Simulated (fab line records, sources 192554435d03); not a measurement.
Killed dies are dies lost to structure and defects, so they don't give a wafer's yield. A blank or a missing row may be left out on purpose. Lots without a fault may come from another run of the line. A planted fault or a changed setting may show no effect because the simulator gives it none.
fab line records | flow n5_finfet | part 2 of 2: steps 4 to 6 of 6
record lots=22 wafers=66 last_day=18
route steps=1938 shown GATE_CUT@466
lots that met no fault: from a run of the same line without faults
start_h: hours from the record's first day to the start of the lot's first wafer shown | wait_h: hours since the lot's step before | " the same as in the row above | L1.1+2: a row that stands for several wafers | - no value, or no start given | * or withheld: withheld | < > ~ a bound
route shown NAME@n: a module of which the file shows steps, and the number in the route of the first | usual: mean/standard deviation of fault-free wafers | same: alike in all rows | chamber/n: place in a boat | sites: the reading at each site | _std_site: their standard deviation | _edge_site: outer sites' mean less inner sites' | radius_mm: how far each site lies from the wafer's centre | mask NAME#n: copy n | behind: the tool/chamber that last shaped the wafer | hold: why the lot was held/for how many hours/how that ended | device: the transistor (n, p or np) that didn't switch | end of line: the same wafers' tests at the end of the route | a step without rows: its recipe alone | killed: dies lost to structure and defects at the first sort, not the wafer's yield | map: a wafer's dies, x killed, . not, _ none there
set.NAME: the setting as run; set.NAME@STEP: as run at that earlier step | model.NAME: the simulator's own value behind a step, which no gauge read
steps of the route over a sample of lots; a table a step, a row a wafer
services: from which hour (start_h, from the record's first day; less than 0 if before it) a tool's chamber was out of use, for how many hours, and why
## steps
# step N5_GATE_CUT_ETCH_19
# recipe chemistry=CH3F/O2 target=SiNx mask_material=SiO2 target_depth_a=537 time_s=76.7 pressure_mtorr=30 source_w=395 bias_w=73 Ar_flow_sccm=150 CH3F_flow_sccm=30 O2_flow_sccm=20 ion_energy_ev=120 ends=cleared
# usual drypump_motor_current_A=5.5/0.4 etch_rf_on_time_s=76.3/1 oes_ar_750_au=0.81/0.084 oes_product_au=0.70/0.077 rf_vpp_V=298/3.2 showerhead_plenum_p_Torr=2.03/0.075 throttle_valve_pct=16.33/0.26
# columns lot.wafer tool chamber start_h wait_h drypump_motor_current_A etch_rf_on_time_s oes_ar_750_au oes_product_au rf_hours_counter_h rf_vpp_V showerhead_plenum_p_Torr throttle_valve_pct
L074.1 rie_diel-01 2 85.13 0.0 5.5 74.8 0.71 0.62 218 298 1.99 16.52
L074.2 " 3 " " 5.4 73.2 0.93 0.81 15 301 2.04 16.18
L074.6 " 2 " " 5.5 76.3 0.71 0.61 - 296 1.99 16.53
L075.1 rie_diel-01 0 92.14 0.0 5.0 76.8 0.90 0.77 26 300 2.13 16.23
L075.4 " 3 " " 5.4 73.1 0.92 0.80 17 303 2.04 16.23
L075.5 " 2 " " 5.5 76.2 0.71 0.61 - 298 1.99 16.52
L076.1 rie_diel-04 0 96.07 0.0 5.7 76.1 0.69 0.60 217 305 2.07 16.56
L076.2 " 3 " " 6.5 76.6 0.74 0.63 191 295 1.91 16.44
L076.4 " 2 " " 5.8 77.4 0.71 0.60 201 296 2.07 16.57
L077.2 rie_diel-03 2 102.83 0.0 5.4 76.5 0.87 0.73 61 294 2.11 16.51
L077.5 " 0 " " 5.2 76.4 0.72 0.61 - 292 1.90 16.63
L077.6 " 3 " " 4.7 77.3 0.89 0.76 - 298 1.95 16.42
L078.3 rie_diel-01 3 106.79 0.0 5.4 75.2 0.91 0.78 22 302 2.04 16.21
L078.5 " 3 " " 5.4 74.4 0.91 0.79 - 303 2.04 16.21
L078.6 " 1 " " 6.0 77.1 0.91 0.78 - 303 2.13 15.81
L079.2 rie_diel-03 2 112.20 0.0 5.4 76.4 0.86 0.73 63 295 2.11 16.52
L079.4 " 0 " " 5.2 75.8 0.71 0.61 214 292 1.90 16.62
L079.5 " 3 " " 4.7 76.1 0.88 0.76 - 297 1.95 16.45
L080.3 rie_diel-03 0 123.73 0.0 5.2 76.9 0.72 0.61 218 292 1.90 16.63
L080.5 " 3 " " 4.8 76.8 0.88 0.75 - 296 1.95 16.43
L080.6 " 0 " " 5.3 76.4 0.72 0.61 - 292 1.90 16.62
L081.1 rie_diel-01 1 126.46 0.0 6.0 76.2 0.89 0.78 15 302 2.13 15.82
L081.3 " 0 " " 5.1 76.3 0.88 0.77 30 299 2.13 16.25
L081.5 " 1 " " 6.0 76.9 0.90 0.77 - 301 2.13 15.83
L084.2 rie_diel-01 0 141.50 0.0 5.1 76.5 0.87 0.76 35 300 2.13 16.24
L084.3 " 1 " " 5.9 76.6 0.89 0.76 20 302 2.12 15.83
L084.6 " 1 " " 5.9 76.7 0.87 0.76 - 302 2.12 15.81
L083.2 rie_diel-04 2 142.80 0.0 5.8 77.7 0.71 0.59 217 296 2.06 16.61
L083.5 " 0 " " 5.8 77.5 0.68 0.58 - 303 2.06 16.58
L083.6 " 1 " " 5.7 77.6 0.84 0.72 - 301 1.94 15.98
L085.1 rie_diel-04 0 151.98 0.0 5.8 75.4 0.68 0.59 234 303 2.06 16.60
L085.5 " 3 " " 6.5 77.4 0.73 0.61 - 294 1.91 16.47
L085.6 " 2 " " 5.8 77.2 0.70 0.60 - 298 2.06 16.59
L086.1 rie_diel-04 0 158.28 0.0 5.8 76.3 0.68 0.58 236 302 2.06 16.59
L086.2 " 1 " " 5.7 76.6 0.83 0.72 63 301 1.94 16.00
L086.3 " 3 " " 6.5 78.2 0.72 0.61 207 295 1.91 16.48
L087.1 rie_diel-01 0 161.70 0.0 5.1 77.2 0.87 0.74 39 298 2.12 16.26
L087.3 " 3 " " 5.4 74.7 0.88 0.75 39 300 2.04 16.25
L087.5 " 0 " " 5.1 76.8 0.88 0.74 - 299 2.12 16.25
L088.2 rie_diel-03 0 171.72 0.0 5.3 75.1 0.71 0.60 233 293 1.90 16.66
L088.3 " 1 " " 5.9 75.8 0.88 0.75 38 294 2.04 16.22
L088.5 " 2 " " 5.4 75.1 0.84 0.72 - 294 2.11 16.56
L089.1 rie_diel-03 0 173.72 0.0 5.3 75.2 0.71 0.61 233 293 1.90 16.66
L089.2 " 3 " " 4.7 75.8 0.85 0.75 49 298 1.95 16.49
L089.5 " 1 " " 5.9 75.7 0.87 0.75 - 295 2.04 16.22
L090.3 rie_diel-01 0 179.03 0.0 5.1 76.7 0.86 0.75 45 300 2.12 16.27
L090.5 " 2 " " 5.5 76.9 0.69 0.59 - 295 1.98 16.57
L090.6 " 3 " " 5.4 74.2 0.87 0.75 - 302 2.03 16.27
L091.2 rie_diel-01 3 184.65 0.0 5.4 73.7 0.86 0.76 46 301 2.04 16.25
L091.4 " 1 " " 6.0 75.8 0.86 0.75 31 301 2.12 15.84
L091.5 " 3 " " 5.4 73.3 0.87 0.76 - 302 2.03 16.26
L092.2 rie_diel-03 3 191.15 0.0 4.7 77.5 0.84 0.72 53 296 1.95 16.48
L092.3 " 1 " " 5.9 77.3 0.86 0.74 44 295 2.04 16.22
L092.5 " 0 " " 5.3 76.3 0.70 0.59 - 292 1.90 16.68
L093.1 rie_diel-04 0 201.76 0.0 5.8 77.7 0.68 0.57 251 304 2.06 16.65
L093.3 " 2 " " 5.8 77.8 0.69 0.58 236 296 2.06 16.63
L093.6 " 1 " " 5.7 77.0 0.81 0.70 - 299 1.94 16.01
L094.2 rie_diel-04 0 209.61 0.0 5.8 76.1 0.67 0.58 254 303 2.05 16.62
L094.3 " 1 " " 5.7 76.5 0.81 0.70 83 300 1.94 16.03
L094.5 " 1 " " 5.7 76.7 0.81 0.70 - 300 1.94 16.02
L096.3 rie_diel-01 3 228.13 0.0 5.4 74.0 0.84 0.73 62 302 2.03 16.29
L096.4 " 0 " " 5.0 76.3 0.84 0.72 63 298 2.12 16.30
L096.5 " 2 " " 5.5 75.4 0.98 0.84 - 295 1.98 16.10
L097.1 rie_diel-03 2 229.78 0.0 5.4 76.4 0.82 0.70 99 295 2.10 16.59
L097.2 " 3 " " 4.8 76.9 0.83 0.71 69 297 1.94 16.50
L097.3 " 1 " " 5.9 76.9 0.84 0.72 59 295 2.03 16.26
# step N5_GATE_CUT_STRIP_21
# recipe chemistry=N2/H2 time_s=30 power_w=1000 temp_c=250 pressure_mtorr=withheld n2_flow_sccm=1750 h2_flow_sccm=3250
# usual drypump_motor_current_A=5.6/0.41 heater_power_w=331/34 n2_flow_sccm=1750/5.5
# columns lot.wafer tool chamber start_h wait_h drypump_motor_current_A heater_power_w n2_flow_sccm rf_hours_counter_h
L074.1 plasma_asher-01 0 85.52 0.0 5.6 327 1749 45
L074.2 " 1 " " 5.1 388 1752 45
L074.6 " 1 " " 5.1 393 1746 -
L075.1 plasma_asher-01 0 92.55 0.0 5.6 324 1749 46
L075.4 " 1 " " 5.1 391 1755 -
L075.5 " 1 " " 5.1 383 1754 -
L076.1 plasma_asher-02 0 96.47 0.0 5.7 297 1752 87
L076.2 " 1 " " 6.3 321 1758 87
L076.4 " 0 " " 5.7 302 1751 -
L077.2 plasma_asher-02 1 103.23 0.0 6.3 318 1751 88
L077.5 " 1 " " 6.2 310 1749 -
L077.6 " 0 " " 5.7 307 1741 -
L078.3 plasma_asher-01 0 107.21 0.1 5.6 318 1743 -
L078.5 " 0 " " 5.6 317 1744 -
L078.6 " 1 " " 5.1 393 1746 -
L079.2 plasma_asher-01 1 112.60 0.0 5.1 385 1749 50
L079.4 " 0 " " 5.6 316 1746 -
L079.5 " 0 " " 5.6 316 1747 -
L080.3 plasma_asher-01 0 124.22 0.1 5.6 320 1746 -
L080.5 " 1 " " 5.1 396 1755 -
L080.6 " 0 " " 5.6 323 1756 -
L081.1 plasma_asher-01 1 127.14 0.3 5.1 398 1744 56
L081.3 " 1 " " 5.1 391 1739 -
L081.5 " 1 " " 5.1 388 1740 -
L084.2 plasma_asher-01 1 141.90 0.0 5.1 389 1741 59
L084.3 " 0 " " 5.6 311 1751 -
L084.6 " 0 " " 5.6 328 1753 -
L083.2 plasma_asher-02 1 143.20 0.0 6.2 323 1755 92
L083.5 " 1 " " 6.2 307 1757 -
L083.6 " 0 " " 5.7 302 1754 -
L085.1 plasma_asher-01 0 152.38 0.0 5.6 325 1745 61
L085.5 " 1 " " 5.1 381 1746 -
L085.6 " 0 " " 5.6 325 1740 -
L086.1 plasma_asher-02 1 158.68 0.0 6.2 309 1765 95
L086.2 " 0 " " 5.7 294 1761 95
L086.3 " 1 " " 6.2 312 1752 -
L087.1 plasma_asher-02 1 162.10 0.0 6.2 324 1747 95
L087.3 " 0 " " 5.7 296 1750 -
L087.5 " 0 " " 5.7 301 1749 -
L088.2 plasma_asher-02 1 172.11 0.0 6.2 324 1757 97
L088.3 " 0 " " 5.7 297 1746 -
L088.5 " 0 " " 5.7 299 1745 -
L089.1 plasma_asher-02 0 174.18 0.1 5.7 298 1748 98
L089.2 " 1 " " 6.2 321 1750 98
L089.5 " 0 " " 5.7 301 1747 -
L090.3 plasma_asher-02 0 179.45 0.1 5.7 301 1742 -
L090.5 " 0 " " 5.7 298 1744 -
L090.6 " 1 " " 6.2 320 1752 -
L091.2 plasma_asher-02 1 185.05 0.0 6.2 318 1760 100
L091.4 " 1 " " 6.2 333 1760 -
L091.5 " 0 " " 5.7 299 1757 -
L092.2 plasma_asher-02 1 191.55 0.0 6.2 314 1742 101
L092.3 " 1 " " 6.2 322 1747 -
L092.5 " 1 " " 6.2 322 1751 -
L093.1 plasma_asher-01 1 202.16 0.0 5.1 387 1747 71
L093.3 " 1 " " 5.1 384 1753 -
L093.6 " 0 " " 5.6 321 1756 -
L094.2 plasma_asher-01 0 210.01 0.0 5.6 320 1750 72
L094.3 " 1 " " 5.1 390 1748 -
L094.5 " 1 " " 5.1 388 1746 -
L096.3 plasma_asher-02 0 228.55 0.1 5.7 294 1746 -
L096.4 " 1 " " 6.2 313 1747 -
L096.5 " 1 " " 6.2 318 1745 -
L097.1 plasma_asher-01 0 230.18 0.0 5.6 324 1739 76
L097.2 " 1 " " 5.1 383 1750 76
L097.3 " 1 " " 5.1 393 1752 -
# step N5_GATE_CUT_CMP_43
# recipe material=SiO2 post_cmp_clean=rinse_only
# usual motor_current_A=12.3/1.1 pad_life_wafers=978/610
# columns lot.wafer tool chamber start_h wait_h motor_current_A pad_life_wafers
L074.2 cmp-02 2 87.50 0.0 10.9 1722
L074.1 " 1 " " 14.8 1725
L074.6 " 3 " " 10.3 -
L075.4 cmp-02 0 95.77 0.2 12.1 1784
L075.1 " 1 " " 14.6 1785
L075.5 " 2 " " 10.5 -
L076.1 cmp-01 0 98.44 0.0 12.6 318
L076.2 " 2 " " 13.8 320
L076.4 " 3 " " 12.5 321
L077.2 cmp-04 3 105.37 0.1 11.6 853
L077.5 " 2 " " 11.6 -
L077.6 " 3 " " 12.7 -
L078.3 cmp-01 3 109.48 0.0 12.5 378
L078.5 " 3 " " 13.0 -
L078.6 " 0 " " 12.1 -
L079.4 cmp-01 0 114.72 0.2 12.2 422
L079.2 " 1 " " 14.0 423
L079.5 " 2 " " 13.4 -
L080.3 cmp-02 2 126.17 0.0 11.0 2034
L080.6 " 2 " " 11.4 -
L080.5 " 3 " " 10.9 -
L081.1 cmp-01 3 129.12 0.0 12.5 558
L081.3 " 1 " " 13.2 560
L081.5 " 0 " " 12.1 -
L084.2 cmp-01 0 143.94 0.1 12.8 673
L084.3 " 1 " " 13.5 674
L084.6 " 0 " " 12.4 -
L083.2 cmp-04 0 145.33 0.2 12.3 1196
L083.5 " 2 " " 11.4 -
L083.6 " 3 " " 12.5 -
L085.1 cmp-02 3 154.43 0.1 10.7 73
L085.5 " 2 " " 10.7 -
L085.6 " 3 " " 10.7 -
L086.2 cmp-02 3 160.72 0.0 10.8 138
L086.1 " 0 " " 11.9 139
L086.3 " 1 " " 15.1 140
L087.1 cmp-02 3 164.56 0.2 10.3 176
L087.3 " 0 " " 12.8 177
L087.5 " 1 " " 14.2 -
L088.3 cmp-04 1 174.16 0.1 12.6 1477
L088.2 " 3 " " 12.4 1479
L088.5 " 0 " " 12.4 -
L089.2 cmp-04 1 176.19 0.0 12.1 1494
L089.1 " 2 " " 12.0 1495
L089.5 " 2 " " 11.4 -
L090.3 cmp-02 3 181.63 0.1 11.1 325
L090.5 " 2 " " 11.0 -
L090.6 " 3 " " 10.5 -
L091.4 cmp-01 1 187.02 0.0 13.2 948
L091.2 " 0 " " 12.1 951
L091.5 " 1 " " 12.9 -
L092.2 cmp-04 1 193.61 0.0 12.4 1620
L092.3 " 2 " " 12.0 1621
L092.5 " 2 " " 12.3 -
L093.3 cmp-04 2 204.12 0.0 11.8 1698
L093.1 " 1 " " 12.5 1701
L093.6 " 3 " " 12.4 -
L094.3 cmp-01 0 212.14 0.2 12.8 1142
L094.2 " 1 " " 13.5 1143
L094.5 " 3 " " 13.1 -
L096.4 cmp-02 3 230.50 0.0 10.4 762
L096.3 " 0 " " 12.1 763
L096.5 " 3 " " 11.1 -
L097.1 cmp-04 2 232.22 0.1 12.2 1891
L097.2 " 3 " " 12.6 1892
L097.3 " 0 " " 11.4 1893
## services
# columns tool chamber start_h hours kind
cmp-04 - 64.51 0.4 repair
rie_metal-03 - 69.95 1.4 repair
rie_metal-02 0 75.97 10.4 repair
cmp-04 - 82.26 5.0 pm
rie_metal-03 - 85.25 2.8 pm
rie_diel-04 1 89.19 5.1 repair
rie_metal-02 - 91.63 0.3 repair
rie_diel-01 0 102.36 22.0 repair
cmp-01 - 103.32 4.2 pm
rie_diel-04 1 105.96 14.5 repair
plasma_asher-02 - 112.53 15.6 pm
rie_diel-04 3 120.72 9.8 repair
cmp-02 - 134.51 5.8 pm
cmp-01 - 138.85 1.5 repair
cmp-02 - 141.38 4.0 pm
rie_diel-03 2 147.89 8.5 repair
rie_diel-04 - 150.63 0.2 repair
cmp-01 - 159.35 8.3 repair
rie_diel-01 2 163.08 6.8 repair
rie_metal-01 0 173.63 9.6 repair
rie_diel-04 0 179.56 5.8 repair
rie_diel-04 3 185.77 45.5 repair
cmp-02 - 201.67 0.3 repair
plasma_asher-01 - 208.67 0.9 repair
